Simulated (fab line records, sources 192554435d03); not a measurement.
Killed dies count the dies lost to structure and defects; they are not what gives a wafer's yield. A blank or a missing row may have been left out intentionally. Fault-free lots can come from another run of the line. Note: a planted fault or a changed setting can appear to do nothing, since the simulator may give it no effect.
A struck lot beside a sound one -- flow n5 finfet -- 15 steps out of a route of 1938
Sound: the wafers L923.1, L923.2, L923.5. Struck: wafers L930.1, L930.5, L930.6. The cause is given at the end.
At each step with rows: each side's tool, then ch and its chambers, then its first start. Under that, the readings that differ: sound wafers -- struck wafers -- difference of the means -- sigmas: that difference in standard deviations of wafers without a fault.
alike: readings whose means differ by less than 2 such deviations, and words and numbers that are the same on both sides. not compared: withheld readings, readings that some wafer has no value for, bounds like >300 that may hide the same value, and numbers for which the record gives no deviation and whose values overlap.
The two part at a step that has a row with sigmas, a row that says differs or no value, or rows on one side only. Non-overlapping numbers with no deviation appear without sigmas and do not part them. A reading missing from all wafers of one side parts the sides only when that side holds two or more wafers.

N5_BEOL_M7_INSPECT_30: inspects for defects (brightfield).
  struck on defect inspect-01, day 12 23:34; sound on defect inspect-01, day 11 02:10
  alike: raw defect count
N5_BEOL_M7_DESCUM_33: chemistry O2, time 7 s.
  sound on rie diel-05 ch 0,2,3, day 11 02:33; struck on rie diel-05 ch 1,2,3, day 12 23:44
  alike: drypump motor current A, oes product au, rf vpp V, showerhead plenum p Torr, throttle valve pct
  not compared: rf hours counter h
then, 1 step without rows for these wafers: N5_BEOL_M7_ETCH_72 (etches underlayer in N2/H2, target depth 6.5 nm, time 5.2 s).
N5_BEOL_M7_ETCH_65: etches SiARC in CF4, target depth 15.6 nm, time 26 s.
  sound on rie diel-05 ch 0,2,3, day 11 02:36; struck on rie diel-05 ch 1,2,3, day 12 23:47
  alike: drypump motor current A, etch rf on time s, oes product au, rf vpp V, showerhead plenum p Torr, throttle valve pct
  not compared: rf hours counter h
N5_BEOL_M7_ETCH_66: etches SOC in N2/H2, target depth 80 nm, overetch 16 nm, time 120 s.
  sound on rie diel-05 ch 0,2,3, day 11 02:38; struck on rie diel-05 ch 1,2,3, day 12 23:49
  alike: drypump motor current A, oes product au, rf vpp V, showerhead plenum p Torr, throttle valve pct
  not compared: rf hours counter h
then, 2 steps without rows for these wafers: N5_BEOL_M7_STRIP_69 (strips in N2/H2); N5_BEOL_M7_STRIP_73 (strips in N2/H2).
N5_BEOL_M7_VIA_ETCH_34: etches SiCOH lowk in C4F6/O2, target depth 125.5 nm, time 50.5 s.
  sound on rie diel-05 ch 0,2,3, day 11 02:44; struck on rie diel-05 ch 1,2,3, day 12 23:55
  alike: drypump motor current A, oes product au, rf vpp V, showerhead plenum p Torr, throttle valve pct
  not compared: rf hours counter h
then, 3 steps without rows for these wafers: N5_BEOL_M7_STRIP_76 (strips in C4F6/O2); N5_BEOL_M7_STRIP_36 (strips in N2/H2); N5_BEOL_M7_TRENCH_ETCH_37 (etches SiCOH lowk in C4F6/O2, target depth 93.478 nm, time 31.2 s).
N5_BEOL_M7_ETCH_41: etches SiCN in CH3F/O2, target depth 31.9 nm, time 57.8 s.
  sound: rie diel-05 ch 0,2,3; struck: rie diel-05 ch 1,2,3
  alike: drypump motor current A, oes product au, rf vpp V, showerhead plenum p Torr, throttle valve pct
  not compared: rf hours counter h
N5_BEOL_M7_STRIP_80: strips in N2/H2, time 10 s.
  sound on rie diel-05 ch 0,2,3, day 11 02:54; struck on rie diel-05 ch 1,2,3, day 13 00:05
  no value came back on the struck wafers for any of 7 readings (bias power w (W), chamber pressure mTorr (mTorr) and others); on the sound wafers bias power w (W) reads 7.013 6.974 6.996
  not compared: rf hours counter h
N5_BEOL_M7_OCD_MEAS_38:
  struck on ocd-02, day 13 00:10; sound on ocd-01, day 11 02:59
  alike: trench depth nm
-- here the record skips 3 days between the struck wafers' starts before and after, leaving off in module BEOL_M7 and picking up in module PASSIVATION (first step shown: number 1936 of the route) --
N5_PASSIVATION_PROBE_49:
  the record has rows for the struck wafers here (prober-01, day 16 05:03) and none for the sound ones

## WHERE THEY PART
Earliest at N5_BEOL_M7_STRIP_80; latest, in this record, at N5_PASSIVATION_PROBE_49.

WHY: the cause the simulator had injected
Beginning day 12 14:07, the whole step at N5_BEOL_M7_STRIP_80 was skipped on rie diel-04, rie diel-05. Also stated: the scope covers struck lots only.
